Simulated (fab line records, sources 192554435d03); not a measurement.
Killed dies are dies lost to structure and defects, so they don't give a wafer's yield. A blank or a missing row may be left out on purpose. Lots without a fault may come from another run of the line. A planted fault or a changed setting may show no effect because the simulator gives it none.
Chamber matching | flow n5_finfet | N5_MOL_CONTACT_COAG_ETCHBACK_135 on rie_diel-03: 4 sister chambers
The step etches SiO2 in CHF3, target depth 25 nm, time 16.7 s. 16 wafers are shown with their chamber, then 8 later ones without.

WAFERS WITH THEIR CHAMBER
wafer  | chamber | drypump_motor_current_A (A) | rf_vpp_V (V) | showerhead_plenum_p_Torr (Torr)
L074.2 | 1       | 5.1                         | 493          | 2.44
L074.5 | 1       | 5.1                         | 493          | 2.44
L074.6 | 0       | 6.4                         | 508          | 2.39
L075.2 | 0       | 6.3                         | 507          | 2.39
L075.5 | 2       | 5.6                         | 534          | 2.41
L075.6 | 3       | 5.4                         | 516          | 2.34
L076.1 | 2       | 5.6                         | 532          | 2.41
L076.4 | 3       | 5.4                         | 515          | 2.34
L076.6 | 1       | 5.1                         | 493          | 2.44
L078.1 | 2       | 5.6                         | 532          | 2.41
L078.2 | 0       | 6.4                         | 508          | 2.39
L078.3 | 3       | 5.4                         | 516          | 2.33
L086.3 | 3       | 5.4                         | 515          | 2.33
L086.4 | 1       | 5.1                         | 495          | 2.43
L086.6 | 2       | 5.6                         | 531          | 2.40
L088.1 | 0       | 6.3                         | 508          | 2.38

SIGNATURES (means of the wafers above)
reading                  | chamber 0 | chamber 1 | chamber 2 | chamber 3 | scatter within a chamber
drypump_motor_current_A  | 6.350     | 5.100     | 5.600     | 5.400     | 0.0289
rf_vpp_V                 | 507.75    | 493.50    | 532.25    | 515.50    | 0.89
showerhead_plenum_p_Torr | 2.3875    | 2.4375    | 2.4075    | 2.3350    | 0.0052
Rule: a wafer's distance from a chamber is the root of the sum, over the readings, of the square of ((its reading less the chamber's mean) divided by the reading's scatter). The wafer belongs to the nearest chamber; if the next one is less than 2 further off, it can't be placed. The scatter: the root of (the sum of the squares of (reading less its chamber's mean) over the shown wafers, divided by (wafers less chambers)).

WAFERS WITHOUT THEIR CHAMBER
wafer  | drypump_motor_current_A (A) | rf_vpp_V (V) | showerhead_plenum_p_Torr (Torr)
L088.4 | 5.4                         | 515          | 2.33
L088.5 | 5.1                         | 495          | 2.43
L089.2 | 6.4                         | 506          | 2.38
L089.4 | 5.4                         | 514          | 2.33
L089.6 | 6.3                         | 507          | 2.38
L093.2 | 6.4                         | 507          | 2.37
L093.3 | 5.6                         | 531          | 2.40
L093.5 | 6.4                         | 507          | 2.38

WHICH CHAMBER EACH WENT THROUGH
wafer  | from the rows above | in truth
L088.4 | 3                   | 3
L088.5 | 1                   | 1
L089.2 | 0                   | 0
L089.4 | 3                   | 3
L089.6 | 0                   | 0
L093.2 | 0                   | 0
L093.3 | 2                   | 2
L093.5 | 0                   | 0
Placed correctly: 8 of 8. Can't be placed from these rows: 0. Placed wrongly: 0.
